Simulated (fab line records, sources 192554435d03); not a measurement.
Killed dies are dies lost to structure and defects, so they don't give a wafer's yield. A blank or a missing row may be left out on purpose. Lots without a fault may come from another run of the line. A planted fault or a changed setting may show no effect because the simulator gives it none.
Split-lot experiment | flow n5_finfet | 7 lots, 39 wafers read, on a route of 1938 steps

THE SPLIT
At N5_FIN_CUT_CUT_ETCH_15 (etches Si in HBr/Cl2/O2, target depth 100 nm, bt time 10 s, time 42.4 s), the setting time_s was moved away from the recipe's 42.4 s on 18 of the 39 wafers read, by -20.0% to +23.4%. The other wafers ran this setting at the recipe's value.

The reading is taken at the split's own step.

THE READING
SOC_of_FIN_CUT_COAT_18.thk_nm (the simulator's own value, which no gauge read), in nm, at N5_FIN_CUT_CUT_ETCH_15 (etches Si in HBr/Cl2/O2, target depth 100 nm, bt time 10 s, time 42.4 s). The file gives no usual value for it. The 21 wafers here that ran the recipe average 170.2 nm, standard deviation 1.3 nm.

wafer  | tool, chamber at the split | time_s as run, s | against the recipe | SOC_of_FIN_CUT_COAT_18.thk_nm, nm | against lot-mates on the recipe
L077.1 | rie_si-05, 1               | 42.4             | recipe             | 170.4                             | -
L077.2 | rie_si-05, 2               | 52.34            | +23.4%             | 161.4                             | -8.6
L077.3 | rie_si-05, 0               | 52.34            | +23.4%             | 162.8                             | -7.2
L077.4 | rie_si-05, 3               | 42.4             | recipe             | 169.4                             | -
L077.5 | rie_si-05, 3               | 52.34            | +23.4%             | 161.2                             | -8.8
L077.6 | rie_si-05, 0               | 42.4             | recipe             | 170.2                             | -
L079.1 | rie_si-05, 1               | 37.14            | -12.4%             | 176.6                             | +6.5
L079.2 | rie_si-05, 3               | 42.4             | recipe             | 169.2                             | -
L079.3 | rie_si-05, 0               | 42.4             | recipe             | 170.2                             | -
L079.4 | rie_si-05, 2               | 37.14            | -12.4%             | 175.8                             | +5.7
L079.5 | rie_si-05, 1               | 42.4             | recipe             | 171                               | -
L079.6 | rie_si-05, 0               | 37.14            | -12.4%             | 174.4                             | +4.3
L083.1 | rie_si-05, 0               | 48.74            | +15.0%             | 165.8                             | -3.9
L083.2 | rie_si-05, 1               | 48.74            | +15.0%             | 166.8                             | -2.9
L083.3 | rie_si-05, 2               | 48.74            | +15.0%             | 164.4                             | -5.3
L083.4 | rie_si-05, 3               | 42.4             | recipe             | 168.8                             | -
L083.5 | rie_si-05, 0               | 42.4             | recipe             | 170.2                             | -
L083.6 | rie_si-05, 3               | 42.4             | recipe             | 170.2                             | -
L085.1 | rie_si-03, 2               | 42.4             | recipe             | 170.4                             | -
L085.2 | rie_si-03, 0               | 42.4             | recipe             | 169.6                             | -
L085.6 | rie_si-03, 0               | 42.4             | recipe             | 168.2                             | -
L086.1 | rie_si-01, 3               | 42.4             | recipe             | 172.4                             | -
L086.2 | rie_si-01, 1               | 33.92            | -20.0%             | 179.4                             | +7.2
L086.3 | rie_si-01, 0               | 33.92            | -20.0%             | 176.2                             | +4.0
L086.4 | rie_si-01, 2               | 42.4             | recipe             | 170.6                             | -
L086.5 | rie_si-01, 2               | 33.92            | -20.0%             | 178.6                             | +6.4
L086.6 | rie_si-01, 3               | 42.4             | recipe             | 173.6                             | -
L094.1 | rie_si-03, 0               | 42.4             | recipe             | 168.8                             | -
L094.2 | rie_si-03, 1               | 42.4             | recipe             | 168.4                             | -
L094.3 | rie_si-03, 2               | 48.76            | +15.0%             | 164                               | -5.5
L094.4 | rie_si-03, 2               | 48.76            | +15.0%             | 162                               | -7.5
L094.5 | rie_si-03, 0               | 42.4             | recipe             | 171.2                             | -
L094.6 | rie_si-03, 1               | 48.76            | +15.0%             | 163.2                             | -6.3
L095.1 | rie_si-03, 3               | 45.66            | +7.7%              | 169.2                             | -1.3
L095.2 | rie_si-03, 0               | 42.4             | recipe             | 172                               | -
L095.3 | rie_si-03, 2               | 42.4             | recipe             | 170                               | -
L095.4 | rie_si-03, 1               | 42.4             | recipe             | 169.6                             | -
L095.5 | rie_si-03, 0               | 45.66            | +7.7%              | 168.8                             | -1.7
L095.6 | rie_si-03, 1               | 45.66            | +7.7%              | 167.8                             | -2.7

THE FIT
A straight line over all 39 wafers: SOC_of_FIN_CUT_COAT_18.thk_nm changes by -0.381 nm for each +1% of time_s; r = -0.95; the points scatter about the line by 1.3 nm.
The same after taking each lot's own level away (the mean of its wafers on the recipe; 39 wafers): -0.341 nm for each +1%; r = -0.96; scatter 1.2 nm.
On that fit, the largest move of time_s shifts the reading by 8 nm.
The lots' own levels span 169.40 to 172.20 nm, that is 2.2 times the standard deviation above.
So the lot-to-lot level changes the slope: the two fits differ.
Check: with one of the wafers moved furthest among these (+23.4%) left out of the fit, the line predicts -7.88 nm for it against its lot-mates. It came out at -8.6 nm against them.

THE WHOLE CHAIN: every reading that the file lists as answering this split, in the file's order
step                   | what it does                                                            | reading                                                                        | change (the file's fit)               | r (the file's)
N5_FIN_CUT_CUT_ETCH_15 | etches Si in HBr/Cl2/O2, target depth 100 nm, bt time 10 s, time 42.4 s | etch.depth_nm (the simulator's own value, which no gauge read)                 | +0.966 nm for each +1% of the setting | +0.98
N5_FIN_CUT_CUT_ETCH_15 | etches Si in HBr/Cl2/O2, target depth 100 nm, bt time 10 s, time 42.4 s | FIN_CUT.feature_depth_nm (the simulator's own value, which no gauge read)      | +0.967 nm for each +1% of the setting | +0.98
N5_FIN_CUT_CUT_ETCH_15 | etches Si in HBr/Cl2/O2, target depth 100 nm, bt time 10 s, time 42.4 s | SOC_of_FIN_CUT_COAT_18.thk_nm (the simulator's own value, which no gauge read) | -0.341 nm for each +1% of the setting | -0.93

THE FILE'S OWN FIT
SOC_of_FIN_CUT_COAT_18.thk_nm changes by -0.341 nm for each +1% of time_s, r = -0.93.
